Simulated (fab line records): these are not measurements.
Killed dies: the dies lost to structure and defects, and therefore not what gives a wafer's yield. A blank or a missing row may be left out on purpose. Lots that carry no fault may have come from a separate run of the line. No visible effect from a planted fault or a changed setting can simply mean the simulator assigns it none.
fab line records + flow n5Finfet
record
- lots=10
- wafers=27
- lastDay=17
route steps=1938 shown BEOL_M7@1280
lots that met no fault: taken from a fault-free run of the same line
startH: start of the lot's first displayed wafer, in hours after the record's first day + waitH: hours elapsed since this lot's preceding step + " identical to the entry in the row above + L1.1+2: a single row standing in for several wafers + - no value present, or no start provided + * or withheld: withheld + < > ~ a bound
route shown NAME@n: names a module that has steps shown in the file, with the first one's number in the route + usual: mean and standard deviation over wafers with no fault + same: alike in all rows + chamber/n: place in a boat + sites: the reading at each site + _std_site: standard deviation across them + _edge_site: outer sites' mean less inner sites' + radiusMm: for every site, how far away it sits from the centre of the wafer + mask NAME#n: copy n + behind: the last tool/chamber to shape the wafer + hold: what put the lot on hold/how long, in hours/how the hold closed + device: the transistor (n, p or np) that didn't switch + end of line: at the end of the route, the tests of the same wafers + a step with no rows: only its recipe + killed: dies lost to structure and defects at the first sort, not the wafer's yield + map: dies across one wafer; x = killed, . = not, _ = none there
set.NAME: setting as actually run; set.NAME@STEP: the setting as run at that earlier step + model.NAME: the simulator's own value behind a step, which no gauge read
one table for each step of the route and one row for each wafer, over a sample of lots
services: from which hour (startH, from the record's first day; less than 0 if before it) a tool's chamber was out of use, for how many hours, and why
## steps
# step N5_BEOL_M7_ETCH_61
# recipe
- chemistry=CF4
- target=SiARC
- targetDepthA=455
- maskMaterial=CAR-ArF
- timeS=75.8
- ionEnergyEv=80
- pressureMtorr=40
- sourceW=545
- biasW=36
- Ar_flow_sccm=100
- cf4FlowSccm=100
- ends=cleared
# usual
- drypumpMotorCurrentA=5.7/0.47
- etchRfOnTimeS=75.8/1.8
- oesProductAu=0.66/0.077
- rfVppV=184.1/1.3
- showerheadPlenumPTorr=2.15/0.083
- throttleValvePct=15.70/0.25
| lot.wafer | tool       | chamber | startH | waitH | drypumpMotorCurrentA | etchRfOnTimeS | oesProductAu | rfHoursCounterH | rfVppV | showerheadPlenumPTorr | throttleValvePct |
|-----------|------------|---------|--------|-------|----------------------|---------------|--------------|-----------------|--------|-----------------------|------------------|
| L518.2    | rieDiel-01 | 3       | 197.16 | 0.0   | 5.9                  | 77.0          | 0.59         | 232             | 184.2  | 2.13                  | 15.65            |
| L518.3    | "          | 1       | "      | "     | 6.4                  | 75.3          | 0.65         | 165             | 184.5  | 2.14                  | 15.81            |
| L518.6    | "          | 1       | "      | "     | 6.4                  | 74.4          | 0.65         | -               | 183.3  | 2.14                  | 15.78            |
| L519.1    | rieDiel-04 | 0       | 200.30 | 0.0   | 5.3                  | 75.5          | 0.64         | 177             | 184.5  | 2.21                  | 15.69            |
| L519.3    | "          | 2       | "      | "     | 5.9                  | 76.1          | 0.71         | 63              | 185.1  | 2.17                  | 15.48            |
| L519.5    | "          | 2       | "      | "     | 5.9                  | 76.7          | 0.71         | -               | 183.8  | 2.17                  | 15.47            |
| L520.2    | rieDiel-06 | 0       | 208.31 | 0.0   | 5.6                  | 77.3          | 0.61         | 201             | 184.1  | 2.20                  | 15.82            |
| L520.3    | "          | 2       | "      | "     | 4.8                  | 73.5          | 0.78         | 20              | 183.8  | 2.27                  | 15.44            |
| L520.5    | "          | 2       | "      | "     | 4.8                  | 73.1          | 0.79         | -               | 183.8  | 2.27                  | 15.43            |
| L522.2    | rieDiel-04 | 2       | 221.89 | 0.0   | 5.9                  | 77.7          | 0.71         | 69              | 183.6  | 2.17                  | 15.48            |
| L522.4    | "          | 0       | "      | "     | 5.3                  | 76.3          | 0.64         | 184             | 185.1  | 2.21                  | 15.71            |
| L522.6    | "          | 3       | "      | "     | 6.0                  | 76.1          | 0.58         | -               | 185.7  | 2.21                  | 15.79            |
| L528.2    | rieDiel-01 | 0       | 263.54 | 0.0   | 6.2                  | 77.4          | 0.59         | 218             | 183.9  | 2.04                  | 16.03            |
| L528.6    | "          | 1       | "      | "     | 6.4                  | 75.6          | 0.64         | -               | 183.5  | 2.13                  | 15.86            |
| L529.2    | rieDiel-01 | 0       | 269.88 | 0.0   | 6.2                  | 77.9          | 0.59         | 221             | 182.1  | 2.04                  | 16.03            |
| L529.5    | "          | 0       | "      | "     | 6.2                  | 77.7          | 0.58         | -               | 182.1  | 2.04                  | 16.03            |
| L530.2    | rieDiel-01 | 0       | 274.96 | 0.0   | 6.2                  | 78.0          | 0.58         | 223             | 182.1  | 2.04                  | 16.04            |
| L530.6    | "          | 1       | "      | "     | 6.4                  | 75.8          | 0.63         | -               | 183.8  | 2.13                  | 15.86            |
| L532.2    | rieDiel-06 | 0       | 284.23 | 0.0   | 5.6                  | 76.0          | 0.61         | 224             | 186.1  | 2.19                  | 15.88            |
| L532.5    | "          | 3       | "      | "     | 6.1                  | 73.0          | 0.81         | -               | 183.8  | 2.10                  | 15.30            |
| L532.6    | "          | 0       | "      | "     | 5.6                  | 76.6          | 0.60         | -               | 184.9  | 2.19                  | 15.87            |
| L533.4    | rieDiel-01 | 1       | 286.93 | 0.0   | 6.4                  | 75.0          | 0.63         | 198             | 183.6  | 2.13                  | 15.87            |
| L533.5    | "          | 3       | "      | "     | 5.9                  | 73.6          | 0.86         | -               | 184.2  | 2.12                  | 15.18            |
| L533.6    | "          | 2       | "      | "     | 5.1                  | 77.8          | 0.63         | -               | 184.6  | 2.24                  | 15.83            |
| L540.2    | rieDiel-06 | 2       | 332.54 | 0.0   | 4.8                  | 73.7          | 0.73         | 60              | 184.8  | 2.26                  | 15.53            |
| L540.3    | "          | 3       | "      | "     | 6.1                  | 73.0          | 0.77         | 25              | 182.4  | 2.09                  | 15.35            |
| L540.5    | "          | 3       | "      | "     | 6.2                  | 73.4          | 0.77         | -               | 184.7  | 2.09                  | 15.35            |
# step N5_BEOL_M7_ETCH_62
# recipe
- chemistry=N2/H2
- target=SOC
- targetDepthA=1100
- overetchA=220
- maskMaterial=SiARC
- tempC=40
- timeS=165
- ionEnergyEv=200
- pressureMtorr=30
- sourceW=840
- biasW=150
- n2FlowSccm=200
- h2FlowSccm=200
# usual
- drypumpMotorCurrentA=5.7/0.46
- oesProductAu=0.65/0.07
- rfVppV=524/3
- showerheadPlenumPTorr=2.55/0.1
- throttleValvePct=17.89/0.27
| lot.wafer | tool       | chamber | startH | waitH | drypumpMotorCurrentA | oesProductAu | rfHoursCounterH | rfVppV | showerheadPlenumPTorr | throttleValvePct |
|-----------|------------|---------|--------|-------|----------------------|--------------|-----------------|--------|-----------------------|------------------|
| L518.2    | rieDiel-01 | 3       | 197.21 | 0.0   | 5.9                  | 0.59         | 232             | 521    | 2.51                  | 17.87            |
| L518.3    | "          | 1       | "      | "     | 6.4                  | 0.64         | 165             | 523    | 2.54                  | 18.05            |
| L518.6    | "          | 1       | "      | "     | 6.4                  | 0.65         | -               | 524    | 2.54                  | 18.03            |
| L519.1    | rieDiel-04 | 0       | 200.35 | 0.0   | 5.3                  | 0.64         | 177             | 527    | 2.62                  | 17.80            |
| L519.3    | "          | 2       | "      | "     | 5.9                  | 0.71         | 63              | 524    | 2.56                  | 17.53            |
| L519.5    | "          | 2       | "      | "     | 5.9                  | 0.71         | -               | 526    | 2.56                  | 17.51            |
| L520.2    | rieDiel-06 | 0       | 208.36 | 0.0   | 5.6                  | 0.62         | 201             | 525    | 2.62                  | 18.04            |
| L520.3    | "          | 2       | "      | "     | 4.8                  | 0.77         | 20              | 527    | 2.71                  | 17.62            |
| L520.5    | "          | 2       | "      | "     | 4.8                  | 0.77         | -               | 528    | 2.71                  | 17.63            |
| L522.2    | rieDiel-04 | 2       | 221.95 | 0.0   | 5.9                  | 0.70         | 69              | 524    | 2.56                  | 17.53            |
| L522.4    | "          | 0       | "      | "     | 5.3                  | 0.64         | 184             | 526    | 2.62                  | 17.82            |
| L522.6    | "          | 3       | "      | "     | 6.0                  | 0.58         | -               | 524    | 2.60                  | 17.88            |
| L528.2    | rieDiel-01 | 0       | 263.59 | 0.0   | 6.2                  | 0.59         | 218             | 518    | 2.39                  | 18.15            |
| L528.6    | "          | 1       | "      | "     | 6.4                  | 0.63         | -               | 523    | 2.54                  | 18.08            |
| L529.2    | rieDiel-01 | 0       | 269.96 | 0.1   | 6.2                  | 0.59         | 221             | 521    | 2.39                  | 18.13            |
| L529.5    | "          | 0       | "      | "     | 6.2                  | 0.59         | -               | 521    | 2.39                  | 18.13            |
| L530.2    | rieDiel-01 | 0       | 275.02 | 0.0   | 6.2                  | 0.59         | 223             | 519    | 2.39                  | 18.13            |
| L530.6    | "          | 1       | "      | "     | 6.4                  | 0.63         | -               | 523    | 2.53                  | 18.08            |
| L532.2    | rieDiel-06 | 0       | 284.29 | 0.0   | 5.6                  | 0.61         | 224             | 526    | 2.61                  | 18.06            |
| L532.5    | "          | 3       | "      | "     | 6.1                  | 0.77         | -               | 522    | 2.49                  | 17.53            |
| L532.6    | "          | 0       | "      | "     | 5.6                  | 0.61         | -               | 525    | 2.61                  | 18.08            |
| L533.4    | rieDiel-01 | 1       | 286.98 | 0.0   | 6.4                  | 0.62         | 198             | 523    | 2.53                  | 18.10            |
| L533.5    | "          | 3       | "      | "     | 5.9                  | 0.84         | -               | 522    | 2.51                  | 17.44            |
| L533.6    | "          | 2       | "      | "     | 5.1                  | 0.64         | -               | 527    | 2.63                  | 17.84            |
| L540.2    | rieDiel-06 | 2       | 332.60 | 0.0   | 4.8                  | 0.71         | 60              | 528    | 2.69                  | 17.69            |
| L540.3    | "          | 3       | "      | "     | 6.1                  | 0.75         | 25              | 522    | 2.48                  | 17.57            |
| L540.5    | "          | 3       | "      | "     | 6.2                  | 0.74         | -               | 524    | 2.48                  | 17.57            |
# step N5_BEOL_M7_ETCH_72
# recipe
- chemistry=N2/H2
- target=underlayer
- targetDepthA=65
- maskMaterial=CAR-EUV
- timeS=5.2
- ionEnergyEv=200
- pressureMtorr=30
- sourceW=840
- biasW=150
- n2FlowSccm=200
- h2FlowSccm=200
- ends=cleared
# usual
- drypumpMotorCurrentA=5.7/0.48
- etchRfOnTimeS=5.19/0.14
- oesProductAu=0.66/0.084
- rfVppV=524/3.3
- showerheadPlenumPTorr=2.54/0.1
- throttleValvePct=17.90/0.26
| lot.wafer | tool       | chamber | startH | waitH | drypumpMotorCurrentA | etchRfOnTimeS | oesProductAu | rfHoursCounterH | rfVppV | showerheadPlenumPTorr | throttleValvePct |
|-----------|------------|---------|--------|-------|----------------------|---------------|--------------|-----------------|--------|-----------------------|------------------|
| L518.2    | rieDiel-04 | 1       | 200.73 | 0.0   | 5.5                  | 5.07          | 0.61         | 230             | 524    | 2.62                  | 18.48            |
| L518.3    | "          | 2       | "      | "     | 5.9                  | 5.32          | 0.71         | 63              | 525    | 2.56                  | 17.55            |
| L518.6    | "          | 1       | "      | "     | 5.5                  | 5.14          | 0.60         | -               | 524    | 2.62                  | 18.50            |
| L519.1    | rieDiel-04 | 0       | 201.23 | 0.0   | 5.3                  | 5.14          | 0.65         | 177             | 523    | 2.62                  | 17.85            |
| L519.3    | "          | 2       | "      | "     | 5.9                  | 5.33          | 0.70         | 63              | 524    | 2.56                  | 17.57            |
| L519.5    | "          | 2       | "      | "     | 5.9                  | 5.35          | 0.70         | -               | 526    | 2.56                  | 17.54            |
| L520.2    | rieDiel-06 | 2       | 210.48 | 0.0   | 4.8                  | 5.11          | 0.77         | 21              | 530    | 2.71                  | 17.65            |
| L520.3    | "          | 0       | "      | "     | 5.6                  | 5.34          | 0.61         | 202             | 527    | 2.62                  | 18.04            |
| L520.5    | "          | 1       | "      | "     | 5.5                  | 5.10          | 0.66         | -               | 516    | 2.37                  | 17.89            |
| L522.2    | rieDiel-06 | 2       | 223.66 | 0.0   | 4.8                  | 5.08          | 0.79         | 25              | 530    | 2.71                  | 17.67            |
| L522.4    | "          | 3       | "      | "     | 6.2                  | 4.98          | 0.61         | 244             | 521    | 2.49                  | 18.00            |
| L522.6    | "          | 1       | "      | "     | 5.6                  | 5.17          | 0.65         | -               | 520    | 2.36                  | 17.92            |
| L528.2    | rieDiel-06 | 1       | 265.77 | 0.0   | 5.6                  | 6.65          | 0.56         | 153             | 518    | 2.36                  | 17.88            |
| L528.6    | "          | 3       | "      | "     | 6.2                  | 6.56          | 0.72         | -               | 522    | 2.49                  | 17.53            |
| L529.2    | rieDiel-06 | 0       | 274.06 | 0.0   | 5.6                  | 6.85          | 0.52         | 220             | 527    | 2.61                  | 18.08            |
| L529.5    | "          | 2       | "      | "     | 4.8                  | 5.12          | 0.75         | -               | 527    | 2.70                  | 17.71            |
| L530.2    | rieDiel-06 | 2       | 277.86 | 0.0   | 4.8                  | 6.58          | 0.65         | 42              | 528    | 2.70                  | 17.68            |
| L530.6    | "          | 3       | "      | "     | 6.2                  | 6.46          | 0.70         | -               | 522    | 2.49                  | 17.55            |
| L532.2    | rieDiel-01 | 0       | 285.78 | 0.0   | 6.2                  | 5.39          | 0.58         | 228             | 520    | 2.39                  | 18.19            |
| L532.5    | "          | 3       | "      | "     | 5.9                  | 5.06          | 0.88         | -               | 526    | 2.51                  | 17.47            |
| L532.6    | "          | 2       | "      | "     | 5.1                  | 5.34          | 0.62         | -               | 528    | 2.63                  | 17.90            |
| L533.4    | rieDiel-01 | 1       | 287.99 | 0.0   | 6.4                  | 5.23          | 0.61         | 198             | 524    | 2.53                  | 18.14            |
| L533.5    | "          | 0       | "      | "     | 6.2                  | 5.34          | 0.57         | -               | 520    | 2.39                  | 18.18            |
| L533.6    | "          | 3       | "      | "     | 5.9                  | 5.07          | 0.85         | -               | 522    | 2.51                  | 17.47            |
| L540.2    | rieDiel-01 | 1       | 334.84 | 0.0   | 6.4                  | 5.10          | 0.62         | 212             | 523    | 2.53                  | 18.15            |
| L540.3    | "          | 0       | "      | "     | 6.2                  | 5.38          | 0.56         | 245             | 520    | 2.38                  | 18.20            |
| L540.5    | "          | 3       | "      | "     | 5.9                  | 5.04          | 0.80         | -               | 522    | 2.50                  | 17.49            |
# step N5_BEOL_M7_TRENCH_ETCH_37
# recipe
- chemistry=C4F6/O2
- targetDepthA=934.78
- target=SiCOH_lowk
- timeS=31.2
- ionEnergyEv=250
- pressureMtorr=30
- sourceW=345
- biasW=185
- Ar_flow_sccm=300
- C4F6_flow_sccm=10
- O2_flow_sccm=10
# usual
- drypumpMotorCurrentA=5.7/0.49
- oesProductAu=0.78/0.097
- rfVppV=667/8.8
- showerheadPlenumPTorr=2.84/0.12
- throttleValvePct=20.96/0.23
| lot.wafer | tool       | chamber | startH | waitH | drypumpMotorCurrentA | oesProductAu | rfHoursCounterH | rfVppV | showerheadPlenumPTorr | throttleValvePct |
|-----------|------------|---------|--------|-------|----------------------|--------------|-----------------|--------|-----------------------|------------------|
| L518.2    | rieDiel-04 | 1       | -      | -     | 5.4                  | 0.70         | 230             | 677    | 2.91                  | 21.31            |
| L518.3    | "          | 2       | "      | "     | 5.9                  | 0.83         | 63              | 649    | 2.87                  | 20.72            |
| L518.6    | "          | 1       | "      | "     | 5.4                  | 0.70         | -               | 677    | 2.91                  | 21.32            |
| L519.1    | rieDiel-04 | 0       | -      | -     | 5.3                  | 0.75         | 177             | 683    | 2.96                  | 21.06            |
| L519.3    | "          | 2       | "      | "     | 5.9                  | 0.82         | 63              | 649    | 2.87                  | 20.71            |
| L519.5    | "          | 2       | "      | "     | 5.9                  | 0.83         | -               | 648    | 2.87                  | 20.72            |
| L520.2    | rieDiel-06 | 2       | -      | -     | 4.8                  | 0.91         | 21              | 665    | 3.01                  | 20.73            |
| L520.3    | "          | 0       | "      | "     | 5.6                  | 0.72         | 202             | 663    | 2.93                  | 21.10            |
| L520.5    | "          | 1       | "      | "     | 5.5                  | 0.76         | -               | 672    | 2.63                  | 20.72            |
| L522.2    | rieDiel-06 | 2       | -      | -     | 4.8                  | 0.91         | 25              | 666    | 3.01                  | 20.75            |
| L522.4    | "          | 3       | "      | "     | 6.1                  | 0.72         | 244             | 658    | 2.80                  | 21.05            |
| L522.6    | "          | 1       | "      | "     | 5.5                  | 0.76         | -               | 672    | 2.63                  | 20.74            |
| L528.2    | rieDiel-06 | 1       | -      | -     | 5.6                  | 0.75         | 153             | 671    | 2.62                  | 20.75            |
| L528.6    | "          | 3       | "      | "     | 6.1                  | 0.96         | -               | 660    | 2.79                  | 20.68            |
| L529.2    | rieDiel-06 | 0       | -      | -     | 5.6                  | 0.70         | 220             | 661    | 2.92                  | 21.15            |
| L529.5    | "          | 2       | "      | "     | 4.8                  | 0.88         | -               | 665    | 3.00                  | 20.77            |
| L530.2    | rieDiel-06 | 2       | -      | -     | 4.8                  | 0.87         | 42              | 664    | 3.00                  | 20.77            |
| L530.6    | "          | 3       | "      | "     | 6.1                  | 0.95         | -               | 659    | 2.79                  | 20.67            |
| L532.2    | rieDiel-01 | 0       | -      | -     | 6.2                  | 0.68         | 228             | 662    | 2.69                  | 21.28            |
| L532.5    | "          | 3       | "      | "     | 5.9                  | 1.00         | -               | 681    | 2.82                  | 20.58            |
| L532.6    | "          | 2       | "      | "     | 5.1                  | 0.74         | -               | 665    | 2.98                  | 21.18            |
| L533.4    | rieDiel-01 | 1       | -      | -     | 6.4                  | 0.73         | 198             | 670    | 2.81                  | 21.04            |
| L533.5    | "          | 0       | "      | "     | 6.2                  | 0.68         | -               | 663    | 2.69                  | 21.28            |
| L533.6    | "          | 3       | "      | "     | 6.0                  | 1.01         | -               | 682    | 2.82                  | 20.58            |
| L540.2    | rieDiel-01 | 1       | -      | -     | 6.4                  | 0.72         | 212             | 670    | 2.80                  | 21.08            |
| L540.3    | "          | 0       | "      | "     | 6.2                  | 0.67         | 245             | 661    | 2.69                  | 21.30            |
| L540.5    | "          | 3       | "      | "     | 6.0                  | 0.95         | -               | 681    | 2.81                  | 20.61            |
## services
| tool       | chamber | startH | hours | kind                        |
|------------|---------|--------|-------|-----------------------------|
| rieDiel-06 | 3       | 242.81 | -     | clean                       |
| rieDiel-06 | 3       | 242.81 | -     | consumableReplace:focusRing |
| rieDiel-06 | 3       | 242.81 | 17.0  | scheduledDown               |
| rieDiel-06 | 3       | 242.81 | 17.0  | ventCycle                   |
| rieDiel-01 | 2       | 244.51 | 16.5  | repair                      |
| rieDiel-04 | 3       | 251.21 | -     | clean                       |
| rieDiel-04 | 3       | 251.21 | -     | consumableReplace:focusRing |
| rieDiel-04 | 3       | 251.21 | 22.0  | scheduledDown               |
| rieDiel-04 | 3       | 251.21 | 22.0  | ventCycle                   |
| rieDiel-01 | 3       | 261.45 | -     | clean                       |
| rieDiel-01 | 3       | 261.45 | -     | consumableReplace:focusRing |
| rieDiel-01 | 3       | 261.45 | 23.1  | scheduledDown               |
| rieDiel-01 | 3       | 261.45 | 23.1  | ventCycle                   |
| rieDiel-04 | 1       | 273.24 | -     | clean                       |
| rieDiel-04 | 1       | 273.24 | -     | consumableReplace:focusRing |
| rieDiel-04 | 1       | 273.24 | 28.3  | scheduledDown               |
| rieDiel-04 | 1       | 273.24 | 28.3  | ventCycle                   |
| rieDiel-06 | 0       | 287.07 | 4.0   | repair                      |
| rieDiel-01 | 1       | 288.75 | 1.8   | repair                      |
| rieDiel-01 | 2       | 333.70 | 4.4   | repair                      |
## key
firstSign
- step=N5_BEOL_M7_ETCH_72
- reading=etchRfOnTimeS
- direction=up
- sigmas=10
- usual=*
- struck=*
effect none on later readings
metAt N5_BEOL_M7_ETCH_72
struckLots L528,L529,L530
struckWafers L528.2,L528.6,L529.2,L530.2,L530.6
notActingAt N5_BEOL_M7_ETCH_61,N5_BEOL_M7_ETCH_62,N5_BEOL_M7_TRENCH_ETCH_37
onsetBetween 223.66 265.77
fault
- kind=processParameterDrift
- tool=rieDiel-06
- chamber=-
- onsetH=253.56
- steps=N5_BEOL_M7_ETCH_72
- channel=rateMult
- offset=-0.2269
- shape=step
- endH=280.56
- scope=struckWafersOnly
